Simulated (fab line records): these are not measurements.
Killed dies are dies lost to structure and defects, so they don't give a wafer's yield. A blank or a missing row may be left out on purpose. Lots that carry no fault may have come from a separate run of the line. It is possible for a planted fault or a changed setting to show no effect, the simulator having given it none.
Commonality check across tools :: flow nand harc :: 42 wafers sampled across 14 lots

== WHY IT WAS OPENED ==
Flagged at NHARC_A_ONON_D1_THK_MEAS_18: reading thk nm, on 2 of 14 lots. No-fault wafers: 998 nm, standard deviation 9.8.
Rule: a lot is flagged when every wafer of it that has a number lies more than 4 standard deviations from that mean, or none has a number. The rest of the lots are taken to be sound.

lot: L318
measured: day 8 12:16
on: film metro-01
thk nm (nm), wafer by wafer: 1003 1004 1004
flag: 

lot: L319
measured: day 8 12:16
on: film metro-02
thk nm (nm), wafer by wafer: 998 1000 998
flag: 

lot: L320
measured: day 8 22:34
on: film metro-02
thk nm (nm), wafer by wafer: 987 987 986
flag: 

lot: L322
measured: day 9 17:58
on: film metro-01
thk nm (nm), wafer by wafer: 1004 1003 1005
flag: 

lot: L321
measured: day 9 17:59
on: film metro-02
thk nm (nm), wafer by wafer: 1007 1007 1008
flag: 

lot: L323
measured: day 10 13:51
on: film metro-01
thk nm (nm), wafer by wafer: 1002 1003 1002
flag: 

lot: L324
measured: day 10 21:49
on: film metro-01
thk nm (nm), wafer by wafer: 989 989 991
flag: 

lot: L325
measured: day 11 04:24
on: film metro-02
thk nm (nm), wafer by wafer: 1000 1000 998
flag: 

lot: L326
measured: day 11 14:40
on: film metro-01
thk nm (nm), wafer by wafer: 1004 1004 1005
flag: 

lot: L335
measured: day 15 09:06
on: film metro-01
thk nm (nm), wafer by wafer: 1057 1056 1057
flag: FLAGGED

lot: L336
measured: day 15 15:18
on: film metro-02
thk nm (nm), wafer by wafer: 1081 1082 1082
flag: FLAGGED

lot: L339
measured: day 16 17:59
on: film metro-01
thk nm (nm), wafer by wafer: 994 996 993
flag: 

lot: L338
measured: day 16 18:01
on: film metro-01
thk nm (nm), wafer by wafer: 1006 1007 1005
flag: 

lot: L340
measured: day 17 05:13
on: film metro-02
thk nm (nm), wafer by wafer: 1005 1003 1004
flag: 
Average over the flagged lots: 1069 nm; offset from the usual +71 nm, equal to +7 standard deviations.

== WHICH TOOL EACH LOT WENT THROUGH ==
The record holds 1 process step before the reading, out of a route of 1302 steps. Cell contents, in order: the tool; ch with the chambers the sampled wafers went through; the start.
lot: L318
flag: 
NHARC_A_ONON_D1_DEP_16: pecvd onon-02 ch 0, day 8 11:45

lot: L319
flag: 
NHARC_A_ONON_D1_DEP_16: pecvd onon-03 ch 0, day 8 11:52

lot: L320
flag: 
NHARC_A_ONON_D1_DEP_16: pecvd onon-03 ch 0, day 8 22:11

lot: L322
flag: 
NHARC_A_ONON_D1_DEP_16: pecvd onon-03 ch 0, day 9 17:38

lot: L321
flag: 
NHARC_A_ONON_D1_DEP_16: pecvd onon-01 ch 0, day 9 17:31

lot: L323
flag: 
NHARC_A_ONON_D1_DEP_16: pecvd onon-02 ch 0, day 10 13:20

lot: L324
flag: 
NHARC_A_ONON_D1_DEP_16: pecvd onon-02 ch 0, day 10 21:19

lot: L325
flag: 
NHARC_A_ONON_D1_DEP_16: pecvd onon-03 ch 0, day 11 03:53

lot: L326
flag: 
NHARC_A_ONON_D1_DEP_16: pecvd onon-03 ch 0, day 11 14:10

lot: L335
flag: FLAGGED
NHARC_A_ONON_D1_DEP_16: pecvd onon-02 ch 0, day 15 08:35

lot: L336
flag: FLAGGED
NHARC_A_ONON_D1_DEP_16: pecvd onon-02 ch 0, day 15 14:48

lot: L339
flag: 
NHARC_A_ONON_D1_DEP_16: pecvd onon-03 ch 0, day 16 17:28

lot: L338
flag: 
NHARC_A_ONON_D1_DEP_16: pecvd onon-01 ch 0, day 16 17:30

lot: L340
flag: 
NHARC_A_ONON_D1_DEP_16: pecvd onon-03 ch 0, day 17 04:42
What the steps here do:
- NHARC_A_ONON_D1_DEP_16: target thk 1000 nm.
- NHARC_A_ONON_D1_THK_MEAS_18: measures by ellipsometry.

== FLAGGED OVER TOTAL, TOOL BY TOOL (the gauges that took the reading come last) ==
step: NHARC_A_ONON_D1_DEP_16
tool: pecvd onon-01
lots run: 2
flagged: 0
share of the flagged lots: none
sound lots run after its first flagged lot: -

step: NHARC_A_ONON_D1_DEP_16
tool: pecvd onon-02
lots run: 5
flagged: 2
share of the flagged lots: all
sound lots run after its first flagged lot: 0

step: NHARC_A_ONON_D1_DEP_16
tool: pecvd onon-03
lots run: 7
flagged: 0
share of the flagged lots: none
sound lots run after its first flagged lot: -

step: NHARC_A_ONON_D1_THK_MEAS_18
tool: film metro-01
lots run: 8
flagged: 1
share of the flagged lots: some
sound lots run after its first flagged lot: 2 (L339,L338)

step: NHARC_A_ONON_D1_THK_MEAS_18
tool: film metro-02
lots run: 6
flagged: 1
share of the flagged lots: some
sound lots run after its first flagged lot: 1 (L340)

== WHAT THE TABLE PERMITS ==
In the table, 1 row covers all flagged lots: pecvd onon-02 at NHARC_A_ONON_D1_DEP_16.
- pecvd onon-02 at NHARC_A_ONON_D1_DEP_16 ran 5 lots, 2 of them flagged. It ran its last sound lot, L324, at day 10 21:19 and its first flagged lot, L335, at day 15 08:35: a fault with its onset between the two fits.
Just one tool remains: pecvd onon-02 at NHARC_A_ONON_D1_DEP_16.

== WHAT WAS PUT IN BY THE SIMULATOR ==
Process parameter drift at NHARC_A_ONON_D1_DEP_16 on pecvd onon-02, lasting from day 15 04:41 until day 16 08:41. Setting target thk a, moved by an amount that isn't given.
Lots struck among those shown: L335, L336. This agrees with what the rule above found.
